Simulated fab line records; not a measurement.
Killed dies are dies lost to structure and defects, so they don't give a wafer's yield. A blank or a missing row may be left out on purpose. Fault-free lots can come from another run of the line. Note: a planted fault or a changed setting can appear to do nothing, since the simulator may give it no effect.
Which tool is to blame? -- flow n5 finfet -- Sampling: 24 lots, 72 wafers, 6 of 1938 route steps

WHAT THE GAUGES SHOWED, per wafer
N5_BEOL_M5_THK_MEAS_01.
lot,measured,on,M5_ILD_THK (nm)
L076,day 8 02:37,film metro-01,120.7 119.7 121.0
L074,day 8 10:46,film metro-01,118.8 120.7 122.3
L075,day 8 11:07,film metro-01,118.3 117.1 120.4
L077,day 9 06:41,film metro-02,121.8 121.4 121.8
L078,day 9 09:55,film metro-02,121.5 118.7 121.1
L081,day 9 12:52,film metro-02,121.6 122.4 122.0
L079,day 9 13:07,film metro-01,120.0 120.4 123.1
L080,day 9 14:42,film metro-02,119.8 121.3 121.5
L082,day 10 09:59,film metro-01,120.3 120.9 120.0
L084,day 10 16:08,film metro-01,119.9 120.0 120.1
L083,day 10 16:22,film metro-01,119.4 122.6 122.9
L085,day 10 18:08,film metro-02,120.4 121.2 122.2
L086,day 10 23:35,film metro-01,118.7 122.7 120.7
L087,day 11 09:01,film metro-01,119.6 116.4 122.5
L089,day 11 14:48,film metro-01,118.7 119.8 118.7
L088,day 11 15:35,film metro-01,120.7 119.3 121.0
L090,day 11 17:15,film metro-01,121.5 121.7 123.4
L091,day 11 22:13,film metro-02,120.6 118.0 121.0
L093,day 12 22:02,film metro-02,118.3 120.4 122.3
L092,day 12 22:11,film metro-02,118.2 121.8 123.2
L095,day 13 05:02,film metro-01,120.0 119.3 122.0
L094,day 13 06:56,film metro-02,119.7 121.2 122.2
L096,day 13 12:06,film metro-01,119.9 118.8 120.7
L097,day 13 12:27,film metro-02,120.4 122.5 122.0

N5_BEOL_M5_CD_MEAS_35: target cd 28 nm, target cd y 24 nm.
lot,measured,on,cd nm (nm)
L076,day 8 05:30,cd sem-02,26.6 27.6 27.3
L074,day 8 14:14,cd sem-02,27.4 28.0 27.4
L075,day 8 14:46,cd sem-01,28.2 27.8 27.6
L077,day 9 11:07,cd sem-02,28.2 28.2 28.1
L078,day 9 13:53,cd sem-01,28.3 27.4 28.0
L081,day 9 16:19,cd sem-02,27.0 27.7 27.0
L079,day 9 16:31,cd sem-02,28.2 27.4 27.7
L080,day 9 21:04,cd sem-03,27.4 27.9 27.4
L082,day 10 14:17,cd sem-01,27.3 27.4 27.9
L084,day 10 19:32,cd sem-02,27.8 27.7 28.4
L083,day 10 19:56,cd sem-02,27.9 27.4 27.3
L085,day 11 01:09,cd sem-02,28.3 28.3 27.8
L086,day 11 04:46,cd sem-03,27.7 28.2 27.1
L087,day 11 12:11,cd sem-03,27.7 28.3 27.8
L089,day 11 18:43,cd sem-02,28.3 28.6 27.3
L088,day 11 19:32,cd sem-01,28.2 27.8 27.9
L090,day 11 19:56,cd sem-02,27.8 28.7 28.6
L091,day 12 03:16,cd sem-01,27.7 27.9 27.5
L093,day 13 00:47,cd sem-03,27.8 28.0 27.7
L092,day 13 01:13,cd sem-02,27.8 27.9 28.3
L095,day 13 10:46,cd sem-03,27.2 27.7 27.3
L094,day 13 10:52,cd sem-01,28.7 28.5 27.6
L096,day 13 15:57,cd sem-03,27.4 27.6 27.4
L097,day 13 18:22,cd sem-03,28.2 27.9 28.1

EACH LOT AND THE TOOL THAT RAN IT (in order: tool; ch and the chambers of the sampled wafers; start)
lot,N5_BEOL_M4_SURFACE_TREAT_85,N5_BEOL_M4_SPUTTER_86,N5_BEOL_M4_ANNEAL_87,N5_BEOL_M5_DESCUM_16
L076,"pvd sputter-03, day 7 21:56","pvd sputter-03, day 7 22:52","pvd sputter-03, day 7 22:57","rie diel-03 ch 1,2,3, day 8 03:55"
L074,"pvd sputter-03, day 8 06:09","pvd sputter-02, day 8 07:02","pvd sputter-02, day 8 07:07","rie diel-01 ch 1,3, day 8 12:07"
L075,"pvd sputter-01, day 8 06:26","pvd sputter-03, day 8 07:22","pvd sputter-03, day 8 07:26","rie diel-03 ch 0,1, day 8 12:10"
L077,"pvd sputter-01, day 9 01:51","pvd sputter-02, day 9 02:52","pvd sputter-02, day 9 02:56","rie diel-02 ch 2,3, day 9 09:09"
L078,"pvd sputter-01, day 9 05:05","pvd sputter-01, day 9 05:59","pvd sputter-01, day 9 06:04","rie diel-02 ch 1,2, day 9 11:37"
L081,"pvd sputter-03, day 9 08:14","pvd sputter-01, day 9 09:08","pvd sputter-01, day 9 09:13","rie diel-01 ch 2,3, day 9 14:41"
L079,"pvd sputter-01, day 9 08:14","pvd sputter-03, day 9 09:12","pvd sputter-03, day 9 09:17","rie diel-03 ch 0,3, day 9 14:52"
L080,"pvd sputter-02, day 9 09:54","pvd sputter-02, day 9 10:55","pvd sputter-02, day 9 11:00","rie diel-02 ch 1,2, day 9 17:09"
L082,"pvd sputter-03, day 10 05:10","pvd sputter-03, day 10 06:07","pvd sputter-03, day 10 06:11","rie diel-03 ch 0,1,2, day 10 11:24"
L084,"pvd sputter-03, day 10 11:26","pvd sputter-03, day 10 12:20","pvd sputter-03, day 10 12:25","rie diel-02 ch 1,3, day 10 17:01"
L083,"pvd sputter-01, day 10 11:41","pvd sputter-01, day 10 12:38","pvd sputter-01, day 10 12:43","rie diel-03 ch 1,2,3, day 10 17:15"
L085,"pvd sputter-01, day 10 11:56","pvd sputter-02, day 10 14:24","pvd sputter-02, day 10 14:29","rie diel-01 ch 1,2, day 10 20:16"
L086,"pvd sputter-01, day 10 18:39","pvd sputter-02, day 10 19:44","pvd sputter-02, day 10 19:49","rie diel-02 ch 0,2,3, day 11 02:08"
L087,"pvd sputter-02, day 11 04:20","pvd sputter-01, day 11 05:17","pvd sputter-01, day 11 05:22","rie diel-01 ch 0,1,2, day 11 10:14"
L089,"pvd sputter-03, day 11 10:10","pvd sputter-02, day 11 11:04","pvd sputter-02, day 11 11:08","rie diel-01 ch 0,1,2, day 11 16:49"
L088,"pvd sputter-01, day 11 10:43","pvd sputter-03, day 11 11:50","pvd sputter-03, day 11 11:55","rie diel-03 ch 0,1,2, day 11 17:07"
L090,"pvd sputter-01, day 11 12:00","pvd sputter-02, day 11 13:01","pvd sputter-02, day 11 13:06","rie diel-01 ch 0,1,2, day 11 18:02"
L091,"pvd sputter-02, day 11 17:13","pvd sputter-01, day 11 18:26","pvd sputter-01, day 11 18:31","rie diel-02 ch 0,1,3, day 12 01:46"
L093,"pvd sputter-03, day 12 17:22","pvd sputter-03, day 12 18:15","pvd sputter-03, day 12 18:20","rie diel-02 ch 0,1,2, day 12 23:20"
L092,"pvd sputter-02, day 12 17:23","pvd sputter-01, day 12 18:18","pvd sputter-01, day 12 18:23","rie diel-03 ch 0,3, day 12 23:26"
L095,"pvd sputter-02, day 12 23:53","pvd sputter-02, day 13 00:59","pvd sputter-02, day 13 01:04","rie diel-01 ch 0,2,3, day 13 07:17"
L094,"pvd sputter-01, day 13 02:13","pvd sputter-01, day 13 03:11","pvd sputter-01, day 13 03:16","rie diel-01 ch 0,1,2, day 13 08:16"
L096,"pvd sputter-01, day 13 07:24","pvd sputter-03, day 13 08:19","pvd sputter-03, day 13 08:24","rie diel-01 ch 0,2,3, day 13 14:13"
L097,"pvd sputter-02, day 13 07:25","pvd sputter-02, day 13 08:42","pvd sputter-02, day 13 08:47","rie diel-02 ch 1,2,3, day 13 14:17"
- N5_BEOL_M4_SURFACE_TREAT_85
- N5_BEOL_M4_SPUTTER_86: material Cu, target thk 4.5 nm, time 8.29 s.
- N5_BEOL_M4_ANNEAL_87: time 240 s.
- N5_BEOL_M5_DESCUM_16: chemistry O2, time 7 s.

WHAT THE TOOLS THEMSELVES READ (means of the sampled wafers that have a number; where no wafer has one, the mark that the record gives instead)
N5_BEOL_M4_SPUTTER_86.
lot,tool,susceptor temp C (C),throttle valve pct (%)
L076,pvd sputter-03,-19.90,29.9
L074,pvd sputter-02,-19.97,31.7
L075,pvd sputter-03,-19.99,30.1
L077,pvd sputter-02,-20.02,30.8
L078,pvd sputter-01,-20.09,30.5
L081,pvd sputter-01,-20.10,29.8
L079,pvd sputter-03,-20.00,31.0
L080,pvd sputter-02,-20.05,31.6
L082,pvd sputter-03,-20.01,31.0
L084,pvd sputter-03,-20.10,29.9
L083,pvd sputter-01,-19.88,29.8
L085,pvd sputter-02,-19.98,31.1
L086,pvd sputter-02,-20.00,31.1
L087,pvd sputter-01,-20.03,30.4
L089,pvd sputter-02,-19.90,30.8
L088,pvd sputter-03,-19.95,28.9
L090,pvd sputter-02,-19.93,31.4
L091,pvd sputter-01,-20.10,29.8
L093,pvd sputter-03,-20.07,29.8
L092,pvd sputter-01,-20.08,29.8
L095,pvd sputter-02,-19.99,31.9
L094,pvd sputter-01,-20.05,28.9
L096,pvd sputter-03,-19.98,29.9
L097,pvd sputter-02,-19.93,31.9

N5_BEOL_M4_ANNEAL_87.
lot,tool,heater power w (W),susceptor temp C (C)
L076,pvd sputter-03,725,400.07
L074,pvd sputter-02,813,400.04
L075,pvd sputter-03,858,400.01
L077,pvd sputter-02,981,399.92
L078,pvd sputter-01,803,400.16
L081,pvd sputter-01,799,399.98
L079,pvd sputter-03,810,400.01
L080,pvd sputter-02,718,399.97
L082,pvd sputter-03,873,400.00
L084,pvd sputter-03,855,399.86
L083,pvd sputter-01,820,399.83
L085,pvd sputter-02,1005,400.10
L086,pvd sputter-02,861,400.01
L087,pvd sputter-01,904,399.81
L089,pvd sputter-02,992,399.90
L088,pvd sputter-03,860,400.04
L090,pvd sputter-02,719,399.87
L091,pvd sputter-01,808,400.01
L093,pvd sputter-03,859,399.85
L092,pvd sputter-01,835,399.85
L095,pvd sputter-02,785,400.03
L094,pvd sputter-01,808,400.12
L096,pvd sputter-03,856,399.92
L097,pvd sputter-02,780,399.80

N5_BEOL_M5_DESCUM_16.
lot,tool,drypump motor current A (A),oes product au (a.u.),rf vpp V (V),showerhead plenum p Torr (Torr),throttle valve pct (%)
L076,rie diel-03,6.2,0.79,243.3,2.14,20.53
L074,rie diel-01,6.1,0.67,242.7,2.05,20.42
L075,rie diel-03,5.8,0.73,243.3,2.12,20.66
L077,rie diel-02,5.9,0.70,242.4,2.11,20.90
L078,rie diel-02,5.9,0.73,243.4,2.12,20.69
L081,rie diel-01,5.7,0.79,244.1,2.09,20.57
L079,rie diel-03,6.3,0.78,244.6,2.20,20.28
L080,rie diel-02,5.8,0.72,242.5,2.07,20.77
L082,rie diel-03,6.1,0.73,243.5,2.12,20.55
L084,rie diel-02,5.7,0.70,241.0,2.03,20.92
L083,rie diel-03,6.2,0.77,243.7,2.14,20.54
L085,rie diel-01,5.5,0.90,242.8,2.09,20.33
L086,rie diel-02,5.9,0.79,243.5,2.14,20.65
L087,rie diel-01,5.4,0.82,244.2,2.13,20.48
L089,rie diel-01,5.4,0.82,243.7,2.13,20.48
L088,rie diel-03,6.1,0.73,243.4,2.12,20.56
L090,rie diel-01,5.4,0.82,243.9,2.13,20.48
L091,rie diel-02,5.8,0.76,243.0,2.08,20.75
L093,rie diel-02,5.9,0.77,243.2,2.11,20.62
L092,rie diel-03,6.3,0.78,244.3,2.19,20.34
L095,rie diel-01,5.6,0.83,243.6,2.11,20.39
L094,rie diel-01,5.4,0.80,242.9,2.12,20.51
L096,rie diel-01,5.6,0.83,244.4,2.11,20.40
L097,rie diel-02,5.8,0.69,242.5,2.08,20.87

THE ANSWER, worked out from the rows above alone
Rule: the usual values come from the lots themselves. The widest of any qualifying gaps counts: lots, ordered by their means at a reading, are off when they make up no more than a third of the lots, leave a main group of 4 or more, and stand apart from it by 3 or more times the standard deviation of that group's means. Not used: any main group whose means are identical at the precision the tables above print for the reading. A lot without any number at a reading at which 4 lots or more have one is off too. Any other lot the step has rows for is counted as sound. The gauges are gone through in route order, then the tools' own readings, and for those a lot's mean is taken as printed above. The first step at which some lot is off is used, and at that step the reading that is off furthest; a lot without a number counts as furthest.
No lot is off on any of the readings shown, so nothing can be concluded from this.

WHAT THE SIMULATOR PUT IN
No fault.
